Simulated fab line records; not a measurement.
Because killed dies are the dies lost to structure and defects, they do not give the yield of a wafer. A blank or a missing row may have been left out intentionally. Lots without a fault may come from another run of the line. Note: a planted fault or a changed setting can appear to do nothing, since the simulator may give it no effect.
fab line records	flow nand_harc
record lots=12	wafers=36	last_day=34
route steps=1302 shown P_M0@278 P_M1@299 END@1302
lots that met no fault: taken from a fault-free run of the same line
start_h: hours from the record's first day to the start of the lot's first wafer shown	wait_h: hours from the lot's prior step to this one	" same as the row above	L1.1+2: a single row standing in for several wafers	- no value present, or no start provided	* or withheld: withheld	< > ~ a bound
route shown NAME@n: names a module that has steps shown in the file, with the first one's number in the route	usual: average and standard deviation across the fault-free wafers	same: alike in all rows	chamber/n: place in a boat	sites: each site's reading	_std_site: the standard deviation of these	_edge_site: the outer-site mean with the inner-site mean subtracted	radius_mm: how far each site lies from the wafer's centre	mask NAME#n: copy n	behind: the most recent tool/chamber to have shaped the wafer	hold: the reason the lot was held/the length of the hold in hours/how it ended	device: whichever transistor did not switch (one of n, p or np)	end of line: tests of these same wafers at the route's end	where a step has no rows: the recipe by itself	killed: the dies lost at the first sort to structure and to defects; this is not the yield of the wafer	map: the dies of a wafer, with x for killed, . for not killed, _ for no die there
set.NAME: the setting that was run; set.NAME@STEP: the one run at that earlier step	model.NAME: the simulator's own value behind a step, which no gauge read
a sample of lots followed through the steps of the route, with each step as a table and each wafer as a row
services: from which hour (start_h, from the record's first day; less than 0 if before it) a tool's chamber was out of use, for how many hours, and why
## steps
# step NHARC_P_M0_CMP_23
# recipe t_overpolish_s=20	target_thk_nm=117.54
# usual edge_zone_pressure_frac=0.998/0.0051	motor_current_A=12.2/1	time_to_endpoint_s=28.5/2.9
# same t_overpolish_s=20
lot.wafer	tool	chamber	start_h	wait_h	edge_zone_pressure_frac	motor_current_A	time_to_endpoint_s
L103.2	cmp-04	2	132.29	-	0.991	13.8	28.3
L103.4	"	3	"	"	1.006	12.0	27.0
L103.1	"	0	"	"	0.992	12.8	34.6
L104.3	cmp-04	3	138.46	-	1.002	11.6	28.5
L104.6	"	3	"	"	0.998	11.7	26.3
L104.5	"	0	"	"	1.005	12.0	31.5
L105.4	cmp-03	3	148.25	-	0.997	11.5	29.6
L105.5	"	2	"	"	1.010	14.3	26.4
L105.6	"	3	"	"	1.000	11.5	25.0
L106.3	cmp-03	2	154.06	-	1.005	13.1	28.9
L106.2	"	3	"	"	1.003	11.6	28.3
L106.1	"	0	"	"	1.000	11.4	29.5
L107.2	cmp-04	1	164.38	-	1.001	13.5	25.8
L107.4	"	3	"	"	0.988	11.6	23.7
L107.1	"	0	"	"	0.991	12.3	30.6
L115.2	cmp-04	3	247.93	-	0.997	11.8	26.2
L115.1	"	1	"	"	1.001	13.2	25.3
L115.5	"	2	"	"	1.006	13.2	26.1
L121.4	cmp-02	2	303.45	-	0.994	11.5	26.1
L121.1	"	3	"	"	1.000	10.8	31.4
L121.5	"	1	"	"	0.995	10.5	28.2
L122.3	cmp-02	3	320.42	-	0.997	11.4	35.7
L122.4	"	0	"	"	1.006	12.6	32.3
L122.2	"	1	"	"	1.001	10.7	30.6
L123.2	cmp-04	2	324.40	-	0.996	14.0	27.6
L123.3	"	1	"	"	0.997	12.5	28.2
L123.5	"	3	"	"	0.992	11.6	28.2
L124.1	cmp-02	0	342.41	-	0.993	12.9	31.9
L124.3	"	1	"	"	1.003	9.9	29.5
L124.6	"	2	"	"	0.989	11.4	25.5
L125.4	cmp-03	2	344.05	-	1.000	13.9	27.9
L125.2	"	0	"	"	1.001	11.5	28.6
L125.5	"	2	"	"	0.995	13.2	30.7
L126.3	cmp-04	3	351.65	-	1.004	11.8	28.3
L126.1	"	0	"	"	1.000	12.1	33.7
L126.4	"	1	"	"	1.000	13.5	28.0
# step NHARC_P_M1_ETCH_35
# recipe target_depth_a=400	overetch_a=120	time_s=43.94	ion_energy_ev=200	n2_flow_sccm=150	h2_flow_sccm=150	ar_flow_sccm=0	rf_w=400	bias_w=150	chemistry=N2/H2
# usual drypump_motor_current_A=5.8/0.53	oes_product_au=1.000/0.012	rf_vpp_V=430.4/1.9	showerhead_plenum_p_Torr=2.03/0.068	throttle_valve_pct=14.173/0.0085
lot.wafer	tool	chamber	start_h	wait_h	drypump_motor_current_A	oes_product_au	rf_hours_counter_h	rf_vpp_V	showerhead_plenum_p_Torr	throttle_valve_pct
L103.4	rie_diel-10	1	134.46	0.1	5.1	0.989	5	430.2	1.99	14.185
L103.1	"	3	"	"	5.9	1.021	5	429.3	1.98	14.180
L103.2	"	0	"	"	6.0	0.986	5	430.3	2.00	14.166
L104.3	rie_diel-10	2	140.79	0.1	5.3	0.996	5	432.9	2.16	14.176
L104.5	"	1	"	"	5.1	0.982	-	429.4	1.99	14.172
L104.6	"	2	"	"	5.3	1.007	-	435.4	2.16	14.177
L105.4	rie_diel-12	0	150.37	0.1	5.1	1.007	3	433.4	2.11	14.169
L105.5	"	1	"	"	6.1	1.017	-	429.1	2.02	14.178
L105.6	"	2	"	"	6.2	0.991	-	430.4	1.96	14.169
L106.3	rie_diel-12	1	156.21	0.1	6.2	1.001	4	430.4	2.02	14.168
L106.2	"	2	"	"	6.1	0.977	3	428.7	1.96	14.167
L106.1	"	3	"	"	6.5	1.005	3	429.9	2.07	14.201
L107.1	rie_diel-10	2	166.40	0.1	5.3	0.998	8	432.6	2.16	14.165
L107.2	"	0	"	"	6.0	1.000	8	429.2	2.00	14.173
L107.4	"	0	"	"	6.0	0.997	-	430.0	2.00	14.171
L115.1	rie_diel-12	2	249.91	0.1	6.2	0.987	9	428.4	1.96	14.164
L115.2	"	0	"	"	5.1	0.854	8	433.1	2.11	14.167
L115.5	"	1	"	"	6.2	1.013	-	430.5	2.02	14.164
L121.4	rie_diel-10	2	305.52	0.1	5.3	0.999	5	432.5	2.16	14.176
L121.1	"	3	"	"	5.9	0.996	5	431.2	1.97	14.180
L121.5	"	3	"	"	5.9	1.008	-	428.7	1.97	14.181
L122.4	rie_diel-11	2	322.43	0.1	5.3	1.001	23	428.3	1.97	14.190
L122.2	"	3	"	"	5.9	0.984	19	429.2	1.95	14.182
L122.3	"	0	"	"	6.3	0.996	17	429.4	2.00	14.162
L123.2	rie_diel-10	1	326.54	0.1	5.1	0.975	7	429.7	1.99	14.167
L123.3	"	0	"	"	6.0	0.988	7	429.7	2.00	14.173
L123.5	"	1	"	"	5.1	0.982	-	429.1	1.99	14.183
L124.3	rie_diel-10	3	344.51	0.1	6.0	1.005	8	428.8	1.97	14.178
L124.1	"	0	"	"	6.0	0.990	8	429.5	1.99	14.167
L124.6	"	2	"	"	5.3	1.000	-	433.6	2.16	14.166
L125.2	rie_diel-12	2	346.21	0.1	6.2	0.993	3	429.0	1.96	14.176
L125.4	"	3	"	"	6.5	1.021	4	430.0	2.06	14.174
L125.5	"	1	"	"	6.1	1.015	-	428.7	2.02	14.179
L126.4	rie_diel-10	1	353.79	0.1	5.1	0.985	9	430.5	1.99	14.181
L126.3	"	2	"	"	5.3	1.004	9	434.2	2.16	14.179
L126.1	"	3	"	"	5.9	1.000	10	428.4	1.97	14.188
# step NHARC_P_M1_ETCH_15
# recipe target_depth_a=1825	time_s=91.2	c4f8_flow_sccm=withheld	ar_flow_sccm=400	rf_w=600	bias_w=300	chemistry=C4F8/Ar
# usual oes_product_au=0.951/0.023	rf_vpp_V=440.5/1.9
lot.wafer	tool	chamber	start_h	wait_h	oes_product_au	rf_hours_counter_h	rf_vpp_V
L103.4	rie_diel-10	0	-	-	0.954	5	439.3
L103.1	"	1	"	"	0.953	5	439.4
L103.2	"	3	"	"	0.984	5	439.7
L104.3	rie_diel-10	3	-	-	0.965	5	440.0
L104.6	"	3	"	"	0.961	-	439.5
L104.5	"	0	"	"	0.952	-	439.6
L105.4	rie_diel-12	2	-	-	0.909	3	438.9
L105.5	"	3	"	"	0.939	-	441.7
L105.6	"	0	"	"	0.932	-	442.7
L106.1	rie_diel-12	2	-	-	0.972	3	438.5
L106.3	"	3	"	"	0.990	4	441.4
L106.2	"	0	"	"	0.969	3	443.2
L107.1	rie_diel-10	1	-	-	0.920	8	440.8
L107.2	"	2	"	"	0.914	8	445.4
L107.4	"	1	"	"	0.928	-	440.2
L115.1	rie_diel-12	2	-	-	0.917	9	438.3
L115.2	"	3	"	"	0.973	8	442.2
L115.5	"	0	"	"	0.931	-	443.9
L121.1	rie_diel-10	0	-	-	0.935	5	438.5
L121.4	"	1	"	"	0.937	5	439.9
L121.5	"	1	"	"	0.931	-	439.3
L122.3	rie_diel-11	0	-	-	0.965	17	440.8
L122.2	"	1	"	"	0.956	22	437.6
L122.4	"	3	"	"	0.962	19	437.9
L123.2	rie_diel-10	0	-	-	0.941	7	439.9
L123.3	"	1	"	"	0.952	7	438.4
L123.5	"	2	"	"	0.967	-	444.3
L124.1	rie_diel-10	3	-	-	0.963	8	438.9
L124.3	"	0	"	"	0.955	8	438.8
L124.6	"	3	"	"	0.958	-	440.1
L125.2	rie_diel-12	2	-	-	0.946	3	439.2
L125.4	"	0	"	"	0.983	4	443.2
L125.5	"	3	"	"	0.984	-	442.7
L126.1	rie_diel-10	0	-	-	0.914	10	440.4
L126.3	"	1	"	"	0.918	9	439.0
L126.4	"	2	"	"	0.921	9	444.2
# step NHARC_P_M1_DEGAS_29
# recipe temp_c=250	time_s=60
# usual heater_power_w=341/26
lot.wafer	tool	chamber	start_h	wait_h	heater_power_w
L103.2	pvd_sputter-03	-	135.40	-	331
L103.1	"	-	"	"	331
L103.4	"	-	"	"	336
L104.3	pvd_sputter-02	-	141.74	-	312
L104.6	"	-	"	"	356
L104.5	"	-	"	"	378
L105.4	pvd_sputter-03	-	151.29	-	335
L105.6	"	-	"	"	348
L105.5	"	-	"	"	341
L106.1	pvd_sputter-01	-	157.14	-	376
L106.2	"	-	"	"	354
L106.3	"	-	"	"	318
L107.4	pvd_sputter-03	-	167.43	-	332
L107.2	"	-	"	"	333
L107.1	"	-	"	"	339
L115.1	pvd_sputter-01	-	250.92	-	286
L115.2	"	-	"	"	345
L115.5	"	-	"	"	293
L121.4	pvd_sputter-01	-	306.46	-	354
L121.1	"	-	"	"	360
L121.5	"	-	"	"	318
L122.2	pvd_sputter-01	-	323.36	-	361
L122.4	"	-	"	"	352
L122.3	"	-	"	"	330
L123.2	pvd_sputter-01	-	327.48	-	347
L123.3	"	-	"	"	355
L123.5	"	-	"	"	322
L124.3	pvd_sputter-01	-	345.45	-	357
L124.1	"	-	"	"	319
L124.6	"	-	"	"	367
L125.2	pvd_sputter-03	-	347.18	-	346
L125.4	"	-	"	"	320
L125.5	"	-	"	"	341
L126.3	pvd_sputter-02	-	354.72	-	375
L126.1	"	-	"	"	318
L126.4	"	-	"	"	341
# step NHARC_END_SORT_01
# recipe temp_c=25
# usual defect_limited_yield=89.9/2.7	killed_at_array=64/18	killed_at_other=0.8/1.1	killed_at_periphery=3.8/2.7	killed_dies=68/18	killed_open=3.3/1.9	killed_short=2.3/1.8
# same gross_dies=677
lot.wafer	tool	chamber	start_h	wait_h	defect_limited_yield[%]	killed_at_array	killed_at_other	killed_at_periphery	killed_dies	killed_open	killed_short
L103.1	prober-02	0	576.89	2.5	91.6	51	1	5	57	2	3
L103.2	prober-02	0	577.69	2.8	90.4	58	0	7	65	7	1
L103.4	prober-02	0	579.29	3.4	87.4	80	1	4	85	0	4
L105.4	prober-01	0	579.28	3.4	87.6	79	0	5	84	7	2
L105.5	prober-01	0	580.09	3.7	89.1	73	0	1	74	2	1
L105.6	prober-01	0	580.89	4.0	89.1	70	0	4	74	1	2
L115.1	prober-01	0	686.13	2.5	87.9	75	0	7	82	3	0
L115.2	prober-01	0	686.93	2.8	89.8	64	0	5	69	0	1
L115.5	prober-01	0	689.32	3.7	88.8	69	0	7	76	2	1
L121.1	prober-01	0	753.06	2.5	89.8	67	1	1	69	6	2
L121.4	prober-01	0	755.44	3.4	88.0	76	2	3	81	4	6
L121.5	prober-01	0	756.24	3.7	90.4	62	0	3	65	3	0
L124.1	prober-02	0	786.76	2.5	90.5	63	0	1	64	1	3
L124.3	prober-02	0	788.37	3.1	87.4	85	0	0	85	1	3
L124.6	prober-02	0	790.77	4.0	87.4	77	1	7	85	5	1
# killed by level:class
L103.1 A_CHANNEL_HOLE_D2:chamber_film_flake=23 A_CHANNEL_HOLE_D1:chamber_film_flake=19 A_CONTACT:chamber_film_flake=3 P_CONTACT:chamber_film_flake=2 A_DECK1_JOINT:chamber_film_flake=2 A_WL_FILL:chamber_film_flake=2 P_STI:geometric_particle:short=1 P_CONTACT:geometric_particle:short=1
L103.2 A_CHANNEL_HOLE_D2:chamber_film_flake=25 A_CHANNEL_HOLE_D1:chamber_film_flake=21 A_CONTACT:chamber_film_flake=4 P_M1:geometric_particle:open=2 A_WL_FILL:chamber_film_flake=2 P_M0:geometric_particle:open=1 P_M2:geometric_particle:open=1 A_CHANNEL_HOLE_D1:geometric_particle:open=1
L105.4 A_CHANNEL_HOLE_D1:chamber_film_flake=35 A_SLIT:chamber_film_flake=19 A_SGD_CUT:chamber_film_flake=11 A_CHANNEL_HOLE_D2:chamber_film_flake=4 P_M2:chamber_film_flake=3 P_CONTACT:geometric_particle:open=2 A_ONON_D1:geometric_particle:open=1 A_ONON_D2:geometric_particle:short=1
L103.4 A_CHANNEL_HOLE_D2:chamber_film_flake=43 A_CHANNEL_HOLE_D1:chamber_film_flake=22 A_SLIT:chamber_film_flake=3 A_STAIRCASE:chamber_film_flake=3 A_WL_FILL:chamber_film_flake=3 P_CONTACT:chamber_film_flake=2 A_ONON_D1:geometric_particle:short=1 A_CHANNEL_FILL_D1:geometric_particle:short=1
L105.5 A_CHANNEL_HOLE_D1:chamber_film_flake=28 A_SLIT:chamber_film_flake=26 A_CHANNEL_HOLE_D2:chamber_film_flake=8 A_SGD_CUT:chamber_film_flake=6 A_WL_FILL:chamber_film_flake=2 P_M1:geometric_particle:short=1 A_CHANNEL_FILL_D1:geometric_particle:open=1 A_CHANNEL_FILL_D2:geometric_particle:open=1
L105.6 A_CHANNEL_HOLE_D1:chamber_film_flake=26 A_SLIT:chamber_film_flake=22 A_CHANNEL_HOLE_D2:chamber_film_flake=11 A_SGD_CUT:chamber_film_flake=4 P_M2:chamber_film_flake=3 A_STAIRCASE:chamber_film_flake=2 A_CHANNEL_HOLE_D1:geometric_particle:short=1 A_CHANNEL_FILL_D2:geometric_particle:open=1
L115.1 A_SLIT:chamber_film_flake=28 A_CHANNEL_HOLE_D1:chamber_film_flake=27 A_CHANNEL_HOLE_D2:chamber_film_flake=11 P_CONTACT:chamber_film_flake=6 A_CHANNEL_FILL_D2:chamber_film_flake=3 A_BLC:chamber_film_flake=3 P_GATE:geometric_particle:open=1 A_CHANNEL_HOLE_D2:geometric_particle:open=1
L115.2 A_CHANNEL_HOLE_D1:chamber_film_flake=29 A_SLIT:chamber_film_flake=19 A_CHANNEL_HOLE_D2:chamber_film_flake=12 P_GATE:chamber_film_flake=2 P_CONTACT:chamber_film_flake=2 A_SOURCE_PLATE:geometric_particle:short=1 P_STI:chamber_film_flake=1 A_BLC:chamber_film_flake=1
L115.5 A_CHANNEL_HOLE_D1:chamber_film_flake=28 A_SLIT:chamber_film_flake=25 A_CHANNEL_HOLE_D2:chamber_film_flake=10 P_CONTACT:chamber_film_flake=6 A_BLC:chamber_film_flake=2 P_M0:geometric_particle:open=1 A_ONON_D1:geometric_particle:open=1 A_CHANNEL_HOLE_D2:geometric_particle:short=1
L121.1 A_CHANNEL_HOLE_D1:chamber_film_flake=32 A_CHANNEL_HOLE_D2:chamber_film_flake=20 A_ONON_D2:geometric_particle:open=2 A_CHANNEL_FILL_D1:chamber_film_flake=2 A_STAIRCASE:chamber_film_flake=2 A_M0:chamber_film_flake=2 P_M1:geometric_particle:open=1 A_CHANNEL_FILL_D1:geometric_particle:short=1
L121.4 A_CHANNEL_HOLE_D2:chamber_film_flake=28 A_CHANNEL_HOLE_D1:chamber_film_flake=26 A_CONTACT:chamber_film_flake=8 A_WL_FILL:geometric_particle:short=2 P_GATE:chamber_film_flake=2 THIN_TSV:chamber_film_flake=2 A_M0:chamber_film_flake=2 P_CONTACT:geometric_particle:open=1
L121.5 A_CHANNEL_HOLE_D1:chamber_film_flake=31 A_CHANNEL_HOLE_D2:chamber_film_flake=21 A_STAIRCASE:chamber_film_flake=2 A_WL_FILL:chamber_film_flake=2 P_CONTACT:geometric_particle:open=1 P_M0:geometric_particle:open=1 A_CHANNEL_FILL_D1:geometric_particle:open=1 P_GATE:chamber_film_flake=1
L124.1 A_SLIT:chamber_film_flake=25 A_CHANNEL_HOLE_D2:chamber_film_flake=15 A_CONTACT:chamber_film_flake=9 A_CHANNEL_HOLE_D1:chamber_film_flake=8 A_STAIRCASE:chamber_film_flake=2 P_CONTACT:geometric_particle:short=1 A_ONON_D1:geometric_particle:short=1 A_CHANNEL_HOLE_D1:geometric_particle:open=1
L124.3 A_SLIT:chamber_film_flake=34 A_CHANNEL_HOLE_D2:chamber_film_flake=23 A_CHANNEL_HOLE_D1:chamber_film_flake=11 A_CONTACT:chamber_film_flake=8 A_CHANNEL_FILL_D2:geometric_particle:short=2 A_CHANNEL_FILL_D1:chamber_film_flake=2 A_STAIRCASE:chamber_film_flake=2 A_ONON_D1:geometric_particle:open=1
L124.6 A_CHANNEL_HOLE_D2:chamber_film_flake=24 A_SLIT:chamber_film_flake=24 A_CHANNEL_HOLE_D1:chamber_film_flake=16 A_CONTACT:chamber_film_flake=6 P_ZERO_WELL:chamber_film_flake=3 A_ZERO_WELL:chamber_film_flake=2 P_CONTACT:geometric_particle:open=1 P_M0:geometric_particle:open=1
## services
tool	chamber	start_h	hours	kind
cmp-03	-	112.29	0.9	repair
cmp-04	-	114.00	4.0	pm
rie_diel-12	0	116.86	7.5	repair
cmp-02	-	134.50	4.0	pm
pvd_sputter-01	-	161.79	0.6	repair
rie_diel-10	3	162.04	31.1	repair
cmp-03	-	163.29	4.0	pm
rie_diel-12	3	165.12	2.9	repair
pvd_sputter-03	-	170.00	10.0	pm
pvd_sputter-03	-	190.66	1.0	repair
cmp-04	-	212.00	4.0	pm
cmp-02	-	216.31	1.5	repair
pvd_sputter-01	-	226.04	10.0	pm
cmp-02	-	228.06	1.0	repair
cmp-04	-	231.96	0.3	repair
cmp-04	-	234.49	2.3	repair
rie_diel-10	-	242.50	9.0	pm
rie_diel-12	2	254.69	1.7	repair
rie_diel-12	-	268.40	9.0	pm
cmp-04	-	310.00	4.0	pm
rie_diel-12	2	318.46	9.1	repair
cmp-04	-	321.17	2.2	repair
cmp-04	-	338.34	0.8	repair
pvd_sputter-03	-	348.00	10.0	pm
## key
first_sign step=NHARC_P_M1_ETCH_35	reading=oes_product_au	direction=down	sigmas=12	usual=1.000	struck=0.854
effect none on later readings
met_at NHARC_P_M1_ETCH_35
struck_lots L115
struck_wafers L115.2
not_acting_at NHARC_P_M0_CMP_23,NHARC_P_M1_ETCH_15,NHARC_P_M1_DEGAS_29
onset_between 156.21 249.91
fault kind=process_parameter_drift	tool=rie_diel-12	chamber=-	onset_h=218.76	steps=NHARC_P_M1_ETCH_35	channel=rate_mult	offset=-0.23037	shape=step	end_h=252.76	scope=struck_wafers_only
